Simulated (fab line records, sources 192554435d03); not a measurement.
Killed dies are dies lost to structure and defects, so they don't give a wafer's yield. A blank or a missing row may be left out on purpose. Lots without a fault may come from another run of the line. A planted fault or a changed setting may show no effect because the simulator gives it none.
A struck lot beside a sound one | flow n5_finfet | 34 steps out of a route of 1938
Sound: wafers L419.1, L419.3, L419.6. Struck: wafers L437.4, L437.5, L437.6. The cause comes at the end.
At each step with rows: each side's tool, then ch and its chambers, then its first start. Under that, the readings that differ: sound wafers | struck wafers | difference of the means | sigmas: that difference in standard deviations of wafers without a fault.
alike: readings whose means differ by less than 2 such deviations, and words and numbers that are the same on both sides. not compared: withheld readings, readings that some wafer has no value for, bounds like >300 that may hide the same value, and numbers for which the record gives no deviation and whose values overlap.
The two part at a step that has a row with sigmas, a row that says differs or no value, or rows on one side only. Numbers that don't overlap but have no deviation are shown without sigmas and don't part them. A reading that every wafer of one side lacks parts them only if that side has two wafers or more.

first, 9 steps without rows for these wafers: N5_BEOL_M1_ILD_DEP_00 (deposits SiOC from DEMS/O2, target thk 79 nm, time 15.3 s); N5_BEOL_M1_PECVD_72 (deposits SiO2 from TEOS/O2, target thk 16 nm, time 18 s); N5_BEOL_M1_HM_DEP_02 (deposits TiN, target thk 20 nm); N5_BEOL_M1_COAT_61 (time 60 s, resist thk 60 nm); N5_BEOL_M1_COAT_62 (time 60 s, resist thk 12 nm); N5_BEOL_M1_COAT_73 (time 60 s, resist thk 5 nm); N5_BEOL_M1_COAT_05 (resist thk 30 nm); N5_BEOL_M1_EBR_07; N5_BEOL_M1_SOFTBAKE_06 (time 60 s).
N5_BEOL_M1_EXPOSE_08: exposes mask M1.
  sound on euv_scanner-01 ch 0, day 7 08:39; struck on euv_scanner-01 ch 0, day 12 01:31
  alike: mask
then, 3 steps without rows for these wafers: N5_BEOL_M1_PEB_09 (peb time 60 s); N5_BEOL_M1_DEVELOP_10 (develop time 30 s); N5_BEOL_M1_DESCUM_16 (chemistry O2, time 7 s).
N5_BEOL_M1_ETCH_74: etches underlayer in N2/H2, target depth 6.5 nm, time 5.2 s.
  sound on rie_diel-04 ch 1,2, day 7 09:02; struck on rie_diel-04 ch 1,2,3, day 12 01:47
  alike: drypump_motor_current_A, etch_rf_on_time_s, oes_product_au, rf_vpp_V, showerhead_plenum_p_Torr, throttle_valve_pct
  not compared: rf_hours_counter_h, model.BEOL_M1.cd_offset_nm
then, 5 steps without rows for these wafers: N5_BEOL_M1_ETCH_63 (etches SiARC in CF4, target depth 15.6 nm, time 26 s); N5_BEOL_M1_ETCH_64 (etches SOC in N2/H2, target depth 75 nm, overetch 15 nm, time 112.5 s); N5_BEOL_M1_STRIP_65 (strips in N2/H2); N5_BEOL_M1_STRIP_75 (strips in N2/H2); N5_BEOL_M1_STRIP_66 (strips in CF4).
N5_BEOL_M1_HM_OPEN_17: chemistry Cl2/BCl3, target TiN, target depth 20 nm, overetch 6 nm.
  sound on rie_metal-02 ch 0, day 7 09:15; struck on rie_metal-02 ch 0,1, day 12 02:02
  alike: bcl3_flow_sccm, drypump_motor_current_A, oes_product_au, throttle_valve_pct
  not compared: rf_hours_counter_h, model.BEOL_M1.cd_offset_nm
then, 12 steps without rows for these wafers: N5_BEOL_M1_STRIP_19 (strips in O2); N5_BEOL_M1_COAT_67 (time 60 s, resist thk 60 nm); N5_BEOL_M1_COAT_68 (time 60 s, resist thk 12 nm); N5_BEOL_M1_COAT_76 (time 60 s, resist thk 5 nm); N5_BEOL_M1_COAT_22 (resist thk 30 nm); N5_BEOL_M1_EBR_24; N5_BEOL_M1_SOFTBAKE_23 (time 60 s); N5_BEOL_M1_EXPOSE_25 (exposes mask V0, defocus 5 nm, target cd 24 nm); N5_BEOL_M1_PEB_26 (peb time 60 s); N5_BEOL_M1_DEVELOP_27 (develop time 30 s); N5_BEOL_M1_DESCUM_33 (chemistry O2, time 7 s); N5_BEOL_M1_ETCH_77 (etches underlayer in N2/H2, target depth 6.5 nm, time 5.2 s).
-- the record jumps here: 3 days lie between the struck wafers' starts before and after (it left off in module BEOL_M1 and takes up again in module BEOL_M4, whose first step shown is number 1111 of the route) --
N5_BEOL_M4_RC_MEAS_101:
  sound on prober-02 ch 0, day 9 08:47; struck on prober-01 ch 0, day 14 15:46
  alike: DIBL_N, DIBL_P, IOFF_N, IOFF_P, ION_N, ION_P, SS_N, SS_P, VT_N, VT_P
-- the record jumps here: 5 days lie between the struck wafers' starts before and after (it left off in module BEOL_M4 and takes up again in module PASSIVATION, whose first step shown is number 1936 of the route) --
N5_PASSIVATION_PROBE_49:
  the record has rows for the struck wafers here (prober-01, day 19 04:32) and none for the sound ones

WHERE THEY PART
Only at N5_PASSIVATION_PROBE_49, within this record.

WHY: what the simulator had put in
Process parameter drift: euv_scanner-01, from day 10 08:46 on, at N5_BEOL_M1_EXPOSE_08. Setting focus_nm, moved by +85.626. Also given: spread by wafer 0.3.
